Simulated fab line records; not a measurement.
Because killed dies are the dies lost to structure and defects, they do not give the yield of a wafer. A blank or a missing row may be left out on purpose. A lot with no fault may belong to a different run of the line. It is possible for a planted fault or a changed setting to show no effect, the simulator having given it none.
Matching of chambers	flow n5_finfet	rie_diel-01 running N5_BEOL_M4_DESCUM_16: 4 sister chambers
The step chemistry O2, time 7 s. 4 wafers are shown with their chamber, then 12 later ones without.

EACH WAFER AND ITS CHAMBER
wafer	chamber	drypump_motor_current_A (A)
L079.2	1	5.1
L090.4	2	4.8
L090.5	3	6.2
L090.6	0	5.8

WAFERS WHOSE CHAMBER IS MISSING
wafer	drypump_motor_current_A (A)
L092.1	4.8
L092.2	5.8
L092.5	6.2
L093.2	5.8
L093.4	6.1
L093.6	5.8
L095.1	5.8
L095.3	5.1
L095.4	6.1
L096.1	5.8
L096.2	5.1
L096.3	4.8

EACH ONE'S CHAMBER
wafer	from the rows above	in truth
L092.1	2	2
L092.2	0	0
L092.5	3	3
L093.2	0	0
L093.4	3	3
L093.6	0	0
L095.1	0	0
L095.3	1	1
L095.4	3	3
L096.1	0	0
L096.2	1	1
L096.3	2	2
Placed correctly: 12 of 12. Can't be placed from these rows: 0. Number placed wrongly: 0.
How it was worked out, from the rows above alone: a wafer's distance from a chamber is the root of the sum, over the readings, of the square of ((its reading less the chamber's mean) divided by the reading's scatter). If the next closest chamber is less than 2 further off than the closest, the wafer can't be placed; otherwise it belongs to the closest. For every chamber, the mean is computed from those of its wafers that are shown. The scatter (one wafer shown for each chamber): square how far every hidden wafer sits from the nearest shown wafer, average those squares and take the square root.
